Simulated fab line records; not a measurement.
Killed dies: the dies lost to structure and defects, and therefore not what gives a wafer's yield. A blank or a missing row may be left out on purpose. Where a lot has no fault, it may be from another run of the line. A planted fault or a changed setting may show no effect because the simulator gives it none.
The tool behind it: which one? | flow nand-harc | Sampling: 12 lots, 36 wafers, 5 of 1302 route steps

## WHAT EACH GAUGE READ, for each wafer
NHARC_A_ONON_D1_THK_MEAS_11: measures by ellipsometry.
lot  | measured     | on            | thk-nm (nm)
L545 | day 8 17:49  | film-metro-01 | 980 980 980
L548 | day 9 18:04  | film-metro-01 | 963 962 962
L549 | day 10 10:20 | film-metro-01 | 991 990 991
L552 | day 11 12:11 | film-metro-01 | 1005 1005 1004
L553 | day 12 09:28 | film-metro-02 | 1001 999 998
L555 | day 12 18:20 | film-metro-02 | 981 981 981
L560 | day 14 16:11 | film-metro-01 | 1673 1673 1672
L561 | day 15 05:08 | film-metro-01 | 1632 1634 1632
L562 | day 15 14:00 | film-metro-02 | 1010 1011 1009
L564 | day 16 06:06 | film-metro-01 | 998 998 999
L565 | day 16 21:50 | film-metro-01 | 995 995 994
L566 | day 17 10:16 | film-metro-02 | 997 997 999

NHARC_END_SORT_01.
lot  | measured     | on        | killed-at-array | killed-at-other | killed-at-periphery | killed-dies | killed-open | killed-short
L555 | day 29 19:52 | prober-01 | 62              | 1               | 1                   | 64          | 4           | 2
L560 | day 31 08:21 | prober-01 | 672 676 672     | 3 1 1           | 2 0 4               | 677 677 677 | 2 2 1       | 2 0 0
L561 | day 32 18:33 | prober-01 | 668 674 670     | 0 0 1           | 9 3 6               | 677 677 677 | 4 2 4       | 3 4 3

## TOOL THAT RAN EACH LOT (tool first, then ch and the chambers of the sampled wafers, then the start)
lot  | NHARC_A_ZERO_WELL_ETCH_19          | NHARC_A_ONON_D1_DEP_09           | NHARC_A_ONON_D1_DEP_33
L545 | rie-diel-07 ch 0,1,2, day 7 16:02  | pecvd-onon-03 ch 0, day 8 17:19  | pecvd-02 ch 0,1,2, day 9 07:22
L548 | rie-diel-07 ch 1,2, day 8 18:26    | pecvd-onon-04 ch 0, day 9 17:33  | pecvd-01 ch 0,1,2, day 10 06:47
L549 | rie-diel-11 ch 0,1, day 9 08:51    | pecvd-onon-03 ch 0, day 10 09:50 | pecvd-01 ch 0,1,2, day 11 01:30
L552 | rie-diel-11 ch 0,2,3, day 10 14:22 | pecvd-onon-02 ch 0, day 11 11:44 | pecvd-03 ch 0,2, day 11 23:52
L553 | rie-diel-07 ch 0,2,3, day 11 09:56 | pecvd-onon-03 ch 0, day 12 08:57 | pecvd-01 ch 0,1,2, day 12 20:10
L555 | rie-diel-03 ch 1,3, day 11 21:27   | pecvd-onon-03 ch 0, day 12 17:57 | pecvd-01 ch 0,1,2, day 13 04:57
L560 | rie-diel-07 ch 0,3, day 13 18:06   | pecvd-onon-03 ch 0, day 14 15:44 | pecvd-01 ch 0,1, day 15 02:56
L561 | rie-diel-03 ch 1,2, day 14 02:33   | pecvd-onon-03 ch 0, day 15 04:41 | pecvd-01 ch 0,2, day 15 17:51
L562 | rie-diel-07 ch 2,3, day 14 13:57   | pecvd-onon-04 ch 0, day 15 13:29 | pecvd-02 ch 0,1, day 16 00:43
L564 | rie-diel-07 ch 1,2,3, day 15 09:35 | pecvd-onon-04 ch 0, day 16 05:46 | pecvd-01 ch 0,1,2, day 16 17:14
L565 | rie-diel-07 ch 0,1,3, day 15 22:08 | pecvd-onon-02 ch 0, day 16 21:19 | pecvd-01 ch 0,1, day 17 08:31
L566 | rie-diel-07 ch 0,1,2, day 16 07:55 | pecvd-onon-02 ch 0, day 17 09:45 | pecvd-02 ch 0,2, day 17 21:40
- NHARC_A_ZERO_WELL_ETCH_19: etches the open film in N2/H2, target depth 80 nm, overetch 24 nm, time 87.88 s.
- NHARC_A_ONON_D1_DEP_09: target thk 1000 nm.
- NHARC_A_ONON_D1_DEP_33: deposits SiO2, target thk 200 nm.

## WHAT THE TOOLS THEMSELVES READ (means of the sampled wafers that have a number; where no wafer has one, the mark that the record gives instead)
NHARC_A_ZERO_WELL_ETCH_19.
lot  | tool        | bias-w (W) | drypump-motor-current-A (A) | oes-product-au (a.u.) | rf-fwd-power-W (W) | rf-vpp-V (V) | showerhead-plenum-p-Torr (Torr) | throttle-valve-pct (%)
L545 | rie-diel-07 | 149.7      | 5.5                         | 0.998                 | 398.1              | 431.8        | 2.11                            | 14.173
L548 | rie-diel-07 | 150.4      | 5.9                         | 1.001                 | 396.2              | 433.3        | 2.12                            | 14.174
L549 | rie-diel-11 | 149.9      | 5.4                         | 0.993                 | 397.9              | 432.1        | 2.10                            | 14.169
L552 | rie-diel-11 | 150.6      | 5.8                         | 1.003                 | 397.3              | 430.9        | 2.05                            | 14.180
L553 | rie-diel-07 | 150.0      | 5.6                         | 1.002                 | 397.8              | 430.3        | 2.04                            | 14.175
L555 | rie-diel-03 | 149.9      | 6.0                         | 1.003                 | 397.9              | 433.8        | 2.18                            | 14.172
L560 | rie-diel-07 | 149.8      | 5.2                         | 1.003                 | 397.6              | 429.4        | 2.02                            | 14.165
L561 | rie-diel-03 | 150.2      | 5.9                         | 0.990                 | 398.3              | 430.6        | 2.07                            | 14.168
L562 | rie-diel-07 | 149.4      | 6.0                         | 0.999                 | 398.3              | 429.5        | 2.01                            | 14.178
L564 | rie-diel-07 | 150.1      | 6.0                         | 0.992                 | 397.7              | 430.7        | 2.08                            | 14.168
L565 | rie-diel-07 | 149.9      | 5.6                         | 0.998                 | 396.7              | 431.4        | 2.07                            | 14.173
L566 | rie-diel-07 | 150.0      | 5.6                         | 0.995                 | 397.9              | 432.2        | 2.10                            | 14.175

NHARC_A_ONON_D1_DEP_33.
lot  | tool     | chamber-pressure-Torr (Torr) | heater-power-w (W) | mfc-precursor-sccm (sccm) | rf-fwd-power-W (W) | showerhead-vpp-V (V) | throttle-valve-pct (%)
L545 | pecvd-02 | 6.495                        | 482                | 161.2                     | 897.6              | 1833                 | 16.1
L548 | pecvd-01 | 6.506                        | 557                | 161.4                     | 897.0              | 1859                 | 16.4
L549 | pecvd-01 | 6.493                        | 558                | 161.1                     | 897.4              | 1839                 | 16.4
L552 | pecvd-03 | 6.501                        | 446                | 161.1                     | 899.0              | 1816                 | 15.6
L553 | pecvd-01 | 6.494                        | 594                | 160.9                     | 895.9              | 1838                 | 16.7
L555 | pecvd-01 | 6.507                        | 566                | 160.8                     | 900.7              | 1838                 | 16.7
L560 | pecvd-01 | 6.503                        | 579                | 161.5                     | 897.2              | 1863                 | 16.5
L561 | pecvd-01 | 6.504                        | 535                | 161.0                     | 900.4              | 1839                 | 15.7
L562 | pecvd-02 | 6.495                        | 522                | 161.0                     | 901.6              | 1811                 | 16.0
L564 | pecvd-01 | 6.486                        | 587                | 161.7                     | 899.8              | 1839                 | 16.3
L565 | pecvd-01 | 6.493                        | 628                | 161.6                     | 899.6              | 1850                 | 16.6
L566 | pecvd-02 | 6.490                        | 449                | 161.2                     | 897.9              | 1874                 | 16.0

## THE ANSWER, worked out from the rows above alone
Rule: what is usual is taken from the lots themselves. The widest of any qualifying gaps counts: lots, ordered by their means at a reading, are off when they make up no more than a third of the lots, leave a main group of 4 or more, and stand apart from it by 3 or more times the standard deviation of that group's means. If all means in a main group match to the digits the tables above print for the reading, that group is not used. Also off: a lot with no number at a reading for which 4 or more lots have one. The other lots that the step has rows for count as sound. First the gauges in route order, then the tools' own readings, where a lot's mean is used as printed above. The first step at which some lot is off is used, and at that step the reading that is off furthest; a lot without a number counts as furthest.
Off, at NHARC_A_ONON_D1_THK_MEAS_11 on thk-nm: L560, L561. Mean 992 nm and standard deviation 13 in the main group.
If a tool, at a process step before that reading, ran all the lots that are off and no sound lot after the first of them, it fits. The gauges at NHARC_A_ONON_D1_THK_MEAS_11 are tried like those tools. One candidate fits, namely pecvd-onon-03 at NHARC_A_ONON_D1_DEP_09. Its last sound lot is L555 (day 12 17:57), its first lot that is off L560 (day 14 15:44): a fault that began between those two fits.

## WHAT HAD BEEN PUT IN BY THE SIMULATOR
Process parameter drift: pecvd-onon-03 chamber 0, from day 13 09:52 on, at NHARC_A_ONON_D1_DEP_09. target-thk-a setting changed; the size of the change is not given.
Lots struck among those shown: L560, L561. The rule above reached the same finding.
